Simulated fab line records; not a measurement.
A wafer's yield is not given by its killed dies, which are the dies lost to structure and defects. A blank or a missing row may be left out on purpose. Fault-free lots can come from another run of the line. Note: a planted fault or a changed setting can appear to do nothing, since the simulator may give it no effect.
Split-lot experiment	flow n5 finfet	21 wafers read from 7 lots, route of 1938 steps

THE SPLIT
At N5_DUMMY_GATE_EXPOSE_12 (exposes mask GATE, target cd 25 nm), the setting dose mj was moved away from the recipe's 34 on 7 of the 21 wafers read, by -4.0% to +6.9%. For the rest of the wafers, this setting stayed at what the recipe calls for.

FROM THE SPLIT TO THE READING: what the file shows between them, 16 steps
- N5_DUMMY_GATE_PEB_13: peb time 60 s
- N5_DUMMY_GATE_DEVELOP_14: develop time 30 s
- N5_DUMMY_GATE_CD_MEAS_15: target cd 25.8 nm
- N5_DUMMY_GATE_ETCH_29: etches underlayer in N2/H2, target depth 13 nm
- N5_DUMMY_GATE_ETCH_36: etches SiARC in CF4, target depth 13 nm
- N5_DUMMY_GATE_ETCH_37: etches SOC in N2/H2, target depth 60 nm, overetch 30 nm
- N5_DUMMY_GATE_STRIP_38: strips in N2/H2
- N5_DUMMY_GATE_STRIP_39: strips in N2/H2
- N5_DUMMY_GATE_TRIM_49: chemistry O2, time 29 s, target cd 14 nm
- N5_DUMMY_GATE_STRIP_40: strips in CF4
- N5_DUMMY_GATE_CD_MEAS_50: target cd 14 nm
- N5_DUMMY_GATE_ETCH_31: etches SiO2 in C4F6/O2, target depth 82.5 nm, time 27.5 s
- N5_DUMMY_GATE_STRIP_41: strips in O2
- N5_DUMMY_GATE_ETCH_32: etches SiO2 in CF4, target depth 3.5 nm, time 3.9 s
- N5_DUMMY_GATE_ETCH_23: etches poly-Si in HBr/Cl2/O2, target depth 41 nm, time 22.3 s
- N5_DUMMY_GATE_ETCH_44: etches poly-Si in HBr/O2, stops on SiO2, target depth 127.5 nm

THE READING
cd nm, in nm, at N5_DUMMY_GATE_CD_MEAS_24 (target cd 15 nm). Fault-free wafers of this fab line usually give 15.0 nm, standard deviation 0.31 nm.

wafer	tool, chamber at the split	dose mj as run	against the recipe	cd nm, nm	against lot-mates on the recipe
L078.3	euv scanner-01, 0	34	recipe	14.5	-
L078.5	euv scanner-01, 0	34	recipe	14.5	-
L078.6	euv scanner-01, 0	34	recipe	14.8	-
L081.1	euv scanner-01, 0	34	recipe	15.0	-
L081.2	euv scanner-01, 0	34	recipe	15.2	-
L081.4	euv scanner-01, 0	32.65	-4.0%	15.6	+0.5
L082.1	euv scanner-01, 0	34	recipe	15.2	-
L082.3	euv scanner-01, 0	33.04	-2.8%	15.6	+0.4
L082.6	euv scanner-01, 0	33.04	-2.8%	15.7	+0.5
L083.2	euv scanner-01, 0	34	recipe	14.9	-
L083.5	euv scanner-01, 0	34	recipe	14.8	-
L083.6	euv scanner-01, 0	34	recipe	14.5	-
L084.1	euv scanner-02, 0	36.34	+6.9%	13.6	-1.4
L084.3	euv scanner-02, 0	34	recipe	15.0	-
L084.5	euv scanner-02, 0	36.34	+6.9%	13.5	-1.5
L096.2	euv scanner-02, 0	34	recipe	14.9	-
L096.3	euv scanner-02, 0	34	recipe	14.7	-
L096.6	euv scanner-02, 0	34	recipe	15.1	-
L097.2	euv scanner-01, 0	32.68	-3.9%	15.9	+1.0
L097.3	euv scanner-01, 0	34	recipe	14.9	-
L097.4	euv scanner-01, 0	32.68	-3.9%	15.2	+0.3

THE FIT
A straight line over all 21 wafers: cd nm changes by -0.196 nm for each +1% of dose mj; r = -0.92; the points scatter about the line by 0.24 nm.
The same after taking each lot's own level away (the mean of its wafers on the recipe; 21 wafers): -0.19 nm for each +1%; r = -0.95; scatter 0.18 nm.
Per that fit: largest dose mj move, reading shift of 1.3 nm.
The lots' own levels span 14.60 to 15.20 nm, that is 1.9 times the standard deviation above.
Hence the lot-to-lot level has little effect on the slope; both slopes agree.
Check: for one of the wafers moved furthest among these (+6.9%), held out of the fit, the line's prediction against its lot-mates is -1.32 nm. Against them it came out at -1.4 nm.

THE WHOLE CHAIN: every reading that the file lists as answering this split, in the file's order
step	what it does	reading	change (the file's fit)	r (the file's)
N5_DUMMY_GATE_CD_MEAS_15	target cd 25.8 nm	cd nm	-0.154 nm for each +1% of the setting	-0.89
N5_DUMMY_GATE_TRIM_49	chemistry O2, time 29 s, target cd 14 nm	DUMMY_GATE.cd nm (the simulator's own value, which no gauge read)	-0.178 nm for each +1% of the setting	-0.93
N5_DUMMY_GATE_CD_MEAS_50	target cd 14 nm	cd nm	-0.165 nm for each +1% of the setting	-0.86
N5_DUMMY_GATE_ETCH_44	etches poly-Si in HBr/O2, stops on SiO2, target depth 127.5 nm	DUMMY_GATE.cd nm (the simulator's own value, which no gauge read)	-0.168 nm for each +1% of the setting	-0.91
N5_DUMMY_GATE_CD_MEAS_24	target cd 15 nm	cd nm	-0.185 nm for each +1% of the setting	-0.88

THE FILE'S OWN FIT
cd nm changes by -0.185 nm for each +1% of dose mj, r = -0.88.
